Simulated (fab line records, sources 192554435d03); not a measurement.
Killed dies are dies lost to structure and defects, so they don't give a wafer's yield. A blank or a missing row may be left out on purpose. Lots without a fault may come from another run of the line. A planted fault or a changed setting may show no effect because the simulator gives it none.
Split-lot experiment | flow n5_finfet | 7 lots, 21 wafers read, on a route of 1938 steps

THE SPLIT
At N5_PMOS_HMC_CHANNEL_EPI_PEB_07 (peb time 60 s), the setting peb_time_s was moved away from the recipe's 60 s on 6 of the 21 wafers read, by +10.4% to +22.1%. The other wafers ran this setting at the recipe's value.

FROM THE SPLIT TO THE READING: what the file shows between them, 1 step
- N5_PMOS_HMC_CHANNEL_EPI_DEVELOP_08: develop time 30 s (also split here: develop_time_s)

THE READING
cd_nm, in nm, at N5_PMOS_HMC_CHANNEL_EPI_CD_MEAS_09 (target cd 237.4 nm). Fault-free wafers of this fab line usually give 237.5 nm, standard deviation 1.1 nm.

wafer  | tool, chamber at the split | peb_time_s as run, s | against the recipe | cd_nm, nm | against lot-mates on the recipe
L076.1 | litho_track-02, 0          | 60                   | recipe             | 236.8     | -
L076.2 | litho_track-02, 0          | 60                   | recipe             | 236.3     | -
L076.5 | litho_track-02, 0          | 60                   | recipe             | 235.5     | -
L077.3 | litho_track-01, 0          | 73.23                | +22.1%             | 245.9     | +9.2
L077.4 | litho_track-01, 0          | 60                   | recipe             | 236.7     | -
L077.6 | litho_track-01, 0          | 73.23                | +22.1%             | 245.8     | +9.1
L082.2 | litho_track-02, 0          | 60                   | recipe             | 238.4     | -
L082.4 | litho_track-02, 0          | 60                   | recipe             | 237.9     | -
L082.5 | litho_track-02, 0          | 60                   | recipe             | 236.8     | -
L084.1 | litho_track-01, 0          | 68.54                | +14.2%             | 241.2     | +3.9
L084.3 | litho_track-01, 0          | 60                   | recipe             | 237.4     | -
L084.4 | litho_track-01, 0          | 60                   | recipe             | 237.2     | -
L085.1 | litho_track-03, 0          | 70.84                | +18.1%             | 247.0     | +6.9
L085.4 | litho_track-03, 0          | 60                   | recipe             | 240.7     | -
L085.5 | litho_track-03, 0          | 60                   | recipe             | 239.6     | -
L096.2 | litho_track-02, 0          | 66.25                | +10.4%             | 241.8     | +5.2
L096.5 | litho_track-02, 0          | 66.25                | +10.4%             | 241.2     | +4.6
L096.6 | litho_track-02, 0          | 60                   | recipe             | 236.6     | -
L097.1 | litho_track-03, 0          | 60                   | recipe             | 238.7     | -
L097.3 | litho_track-03, 0          | 60                   | recipe             | 239.0     | -
L097.4 | litho_track-03, 0          | 60                   | recipe             | 237.9     | -

THE FIT
A straight line over all 21 wafers: cd_nm changes by +0.384 nm for each +1% of peb_time_s; r = +0.91; the points scatter about the line by 1.4 nm.
The same after taking each lot's own level away (the mean of its wafers on the recipe; 21 wafers): +0.398 nm for each +1%; r = +0.98; scatter 0.66 nm.
On that fit, the largest move of peb_time_s shifts the reading by 8.8 nm.
The lots' own levels span 236.20 to 240.15 nm, that is 3.6 times the standard deviation above.
So the lot-to-lot level changes the slope little: the two slopes agree.
Check: with one of the wafers moved furthest among these (+22.1%) left out of the fit, the line predicts +8.62 nm for it against its lot-mates. It came out at +9.2 nm against them.

OTHER SPLITS ON THESE WAFERS
These wafers also went through other splits before the reading. Each is held against what the fit with the lots' levels taken away leaves over:
other split on the same wafers                    | wafers away from the commonest value | r with cd_nm (lot level and that fit taken away)
N5_ZERO_LAYER_PECVD_02 time_s                     | 5                                    | -0.12
N5_PMOS_HMC_CHANNEL_EPI_DEVELOP_08 develop_time_s | 7                                    | +0.21

THE WHOLE CHAIN: every reading that the file lists as answering this split, in the file's order
step                               | what it does                                                           | reading                                                                     | change (the file's fit)               | r (the file's)
N5_PMOS_HMC_CHANNEL_EPI_CD_MEAS_09 | target cd 237.4 nm                                                     | cd_nm                                                                       | +0.384 nm for each +1% of the setting | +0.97
N5_PMOS_HMC_CHANNEL_EPI_DESCUM_14  | chemistry O2, time 7.9 s                                               | PMOS_HMC_CHANNEL_EPI.cd_nm (the simulator's own value, which no gauge read) | +0.387 nm for each +1% of the setting | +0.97
N5_PMOS_HMC_CHANNEL_EPI_ETCH_32    | etches BARC in N2/H2, stops on SiO2, target depth 85.8 nm, time 50.3 s | PMOS_HMC_CHANNEL_EPI.cd_nm (the simulator's own value, which no gauge read) | +0.401 nm for each +1% of the setting | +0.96
N5_PMOS_HMC_CHANNEL_EPI_ETCH_38    | etches SiO2 in CF4, target depth 1.5 nm                                | PMOS_HMC_CHANNEL_EPI.cd_nm (the simulator's own value, which no gauge read) | +0.407 nm for each +1% of the setting | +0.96

THE FILE'S OWN FIT
cd_nm changes by +0.384 nm for each +1% of peb_time_s, r = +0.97.
